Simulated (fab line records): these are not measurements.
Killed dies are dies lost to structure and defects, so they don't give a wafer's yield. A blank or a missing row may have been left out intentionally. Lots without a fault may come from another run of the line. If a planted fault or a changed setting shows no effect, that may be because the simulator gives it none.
Chamber matching ; flow nandHarc ; NHARC_P_M0_DESCUM_14 on rieDiel-09: 4 sister chambers
The step chemistry O2, time 3 s. 4 wafers are shown with their chamber, then 10 later ones without.

## WAFERS, EACH WITH ITS CHAMBER
wafer;chamber;drypumpMotorCurrentA (A)
L083.2;2;5.72
L088.1;0;5.77
L089.2;1;5.64
L089.4;3;5.31

## WAFERS MISSING THEIR CHAMBER
wafer;drypumpMotorCurrentA (A)
L089.6;5.75
L094.1;5.83
L094.3;5.60
L094.5;5.83
L096.2;5.84
L096.3;5.74
L096.4;5.32
L096.1;5.62
L096.5;5.84
L096.6;5.33

## THE CHAMBER EACH PASSED THROUGH
wafer;from the rows above;in truth
L089.6;can't be placed: 0 or 2 or 1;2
L094.1;can't be placed: 0 or 2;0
L094.3;can't be placed: 1 or 2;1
L094.5;can't be placed: 0 or 2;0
L096.2;can't be placed: 0 or 2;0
L096.3;can't be placed: 2 or 0 or 1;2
L096.4;3;3
L096.1;can't be placed: 1 or 2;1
L096.5;can't be placed: 0 or 2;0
L096.6;3;3
Correctly placed: 2 of 10. Not placeable from these rows: 8 (in 8, the candidates include the true chamber). Placed wrongly: 0.
How it was worked out, from the rows above alone: a wafer's distance from a chamber is the root of the sum, over the readings, of the square of ((its reading less the chamber's mean) divided by the reading's scatter). The wafer belongs to the nearest chamber; if the next one is less than 2 further off, it can't be placed. The mean given for a chamber averages the wafers shown for that chamber. The scatter: root of mean squared gap, hidden wafer to nearest shown wafer, with one shown wafer a chamber.
